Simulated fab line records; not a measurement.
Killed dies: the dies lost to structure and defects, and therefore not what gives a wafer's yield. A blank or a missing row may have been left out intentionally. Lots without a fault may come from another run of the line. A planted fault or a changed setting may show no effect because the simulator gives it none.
Matching of chambers + flow nand harc + 3 sister chambers for NHARC_A_M0_DEP_32 on pecvd-03
The step deposits SiCN, target thk 30 nm. 20 wafers are shown with their chamber, then 10 later ones without.

## EACH WAFER AND ITS CHAMBER
| wafer  | chamber | heater power w (W) |
|--------|---------|--------------------|
| L075.1 | 0       | 485                |
| L075.3 | 1       | 684                |
| L075.4 | 1       | 558                |
| L078.2 | 2       | 508                |
| L078.5 | 2       | 505                |
| L078.6 | 1       | 629                |
| L080.2 | 1       | 595                |
| L080.5 | 1       | 608                |
| L080.6 | 0       | 584                |
| L081.2 | 2       | 537                |
| L081.5 | 0       | 491                |
| L081.6 | 2       | 538                |
| L083.3 | 0       | 578                |
| L083.4 | 0       | 584                |
| L083.5 | 2       | 446                |
| L084.1 | 1       | 628                |
| L084.5 | 0       | 573                |
| L084.6 | 1       | 650                |
| L088.2 | 2       | 507                |
| L088.5 | 2       | 517                |

SIGNATURES, as means of the wafers listed above
| reading        | chamber 0 | chamber 1 | chamber 2 | scatter within a chamber |
|----------------|-----------|-----------|-----------|--------------------------|
| heater power w | 549.17    | 621.71    | 508.29    | 39.7                     |
Rule: for each reading, subtract the chamber's mean from the wafer's reading, divide by that reading's scatter and square the result; add these up over the readings and take the root, which gives the wafer's distance from the chamber. The wafer belongs to the nearest chamber; if the next one is less than 2 further off, it can't be placed. How the scatter is found: for the shown wafers, subtract from each reading the mean of its chamber, square and add these, divide the total by (wafers less chambers), then take the root.

## WAFERS WITHOUT THEIR CHAMBER
| wafer  | heater power w (W) |
|--------|--------------------|
| L088.6 | 537                |
| L090.1 | 592                |
| L090.3 | 539                |
| L090.4 | 588                |
| L095.2 | 547                |
| L095.4 | 561                |
| L095.6 | 425                |
| L097.2 | 519                |
| L097.3 | 572                |
| L097.4 | 481                |

## EACH ONE'S CHAMBER
| wafer  | from the rows above          | in truth |
|--------|------------------------------|----------|
| L088.6 | can't be placed: 0 or 2 or 1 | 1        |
| L090.1 | can't be placed: 1 or 0 or 2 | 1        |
| L090.3 | can't be placed: 0 or 2 or 1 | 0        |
| L090.4 | can't be placed: 1 or 0 or 2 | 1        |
| L095.2 | can't be placed: 0 or 2 or 1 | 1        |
| L095.4 | can't be placed: 0 or 2 or 1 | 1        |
| L095.6 | can't be placed: 2 or 0      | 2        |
| L097.2 | can't be placed: 2 or 0      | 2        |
| L097.3 | can't be placed: 0 or 1 or 2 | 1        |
| L097.4 | can't be placed: 2 or 0      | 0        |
Correctly placed: 0 of 10. From these rows, 10 cannot be placed; in 10 the true chamber is one of the candidates. Placed wrongly: 0.
